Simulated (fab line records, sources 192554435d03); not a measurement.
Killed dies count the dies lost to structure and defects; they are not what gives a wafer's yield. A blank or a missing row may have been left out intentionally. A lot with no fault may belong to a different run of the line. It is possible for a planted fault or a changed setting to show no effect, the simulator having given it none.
Split-lot experiment -- flow n5 finfet -- 39 wafers read across 7 lots, on a route 1938 steps long

ABOUT THE SPLIT
At N5_MIM_BOT_SPUTTER_00 (material TiN, target thk 35 nm, time 89.7 s), the setting target thk a was moved away from the recipe's 350 angstrom on 9 of the 39 wafers read, by -59.5% to +45.7%. This setting was run at the recipe's value on the other wafers.

The reading comes from the split's own step.

THE READING
TiN_of_MIM_BOT_SPUTTER_00.thk nm (the simulator's own value, which no gauge read), in nm, at N5_MIM_BOT_SPUTTER_00 (material TiN, target thk 35 nm, time 89.7 s). No usual value for it is given in the file. The 30 wafers here that ran the recipe average 35.0 nm, standard deviation 0.33 nm.

wafer,"tool, chamber at the split","target thk a as run, angstrom",against the recipe,"TiN_of_MIM_BOT_SPUTTER_00.thk nm, nm",against lot-mates on the recipe
L074.1,"pvd sputter-01, -",350,recipe,34.8,-
L074.6,"pvd sputter-01, -",350,recipe,34.8,-
L074.2,"pvd sputter-01, -",350,recipe,34.6,-
L074.3,"pvd sputter-01, -",350,recipe,35,-
L074.5,"pvd sputter-01, -",350,recipe,35,-
L074.4,"pvd sputter-01, -",350,recipe,34.4,-
L075.1,"pvd sputter-02, -",350,recipe,34.6,-
L075.2,"pvd sputter-02, -",350,recipe,34.4,-
L075.6,"pvd sputter-02, -",350,recipe,34.4,-
L075.3,"pvd sputter-02, -",182.5,-47.9%,17.6,-16.9
L075.4,"pvd sputter-02, -",182.5,-47.9%,17.6,-16.9
L075.5,"pvd sputter-02, -",182.5,-47.9%,18,-16.5
L081.1,"pvd sputter-02, -",350,recipe,35.2,-
L081.2,"pvd sputter-02, -",350,recipe,35.6,-
L081.3,"pvd sputter-02, -",141.8,-59.5%,14.4,-21.0
L081.5,"pvd sputter-02, -",141.8,-59.5%,14.4,-21.0
L081.4,"pvd sputter-02, -",141.8,-59.5%,14.8,-20.6
L081.6,"pvd sputter-02, -",350,recipe,35.4,-
L086.1,"pvd sputter-03, -",350,recipe,34.6,-
L086.5,"pvd sputter-03, -",350,recipe,34.6,-
L086.4,"pvd sputter-03, -",350,recipe,34.8,-
L088.1,"pvd sputter-02, -",350,recipe,35.4,-
L088.2,"pvd sputter-02, -",350,recipe,35.4,-
L088.3,"pvd sputter-02, -",350,recipe,35.2,-
L088.4,"pvd sputter-02, -",350,recipe,35.2,-
L088.6,"pvd sputter-02, -",350,recipe,35.2,-
L088.5,"pvd sputter-02, -",350,recipe,35,-
L087.1,"pvd sputter-03, -",510.1,+45.7%,51,+16.1
L087.3,"pvd sputter-03, -",510.1,+45.7%,51,+16.1
L087.5,"pvd sputter-03, -",510.1,+45.7%,51,+16.1
L087.2,"pvd sputter-03, -",350,recipe,34.8,-
L087.6,"pvd sputter-03, -",350,recipe,34.8,-
L087.4,"pvd sputter-03, -",350,recipe,35,-
L090.1,"pvd sputter-02, -",350,recipe,35.4,-
L090.6,"pvd sputter-02, -",350,recipe,35.4,-
L090.2,"pvd sputter-02, -",350,recipe,35.2,-
L090.4,"pvd sputter-02, -",350,recipe,35.2,-
L090.5,"pvd sputter-02, -",350,recipe,35.2,-
L090.3,"pvd sputter-02, -",350,recipe,35,-

FIT RESULTS
A straight line over all 39 wafers: TiN_of_MIM_BOT_SPUTTER_00.thk nm changes by +0.35 nm for each +1% of target thk a; r = +1.00; the points scatter about the line by 0.36 nm.
The same after taking each lot's own level away (the mean of its wafers on the recipe; 39 wafers): +0.351 nm for each +1%; r = +1.00; scatter 0.16 nm.
Per that fit: largest target thk a move, reading shift of 21 nm.
Across the lots, their own levels run from 34.47 to 35.40 nm, a range of 2.8 times the standard deviation given above.
Hence the lot-to-lot level has little effect on the slope; both slopes agree.
Check: for one of the wafers moved furthest among these (-59.5%), held out of the fit, the line's prediction against its lot-mates is -20.8 nm. Against them it came out at -21 nm.

FILE'S OWN FIT
TiN_of_MIM_BOT_SPUTTER_00.thk nm changes by +0.351 nm for each +1% of target thk a, r = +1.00.
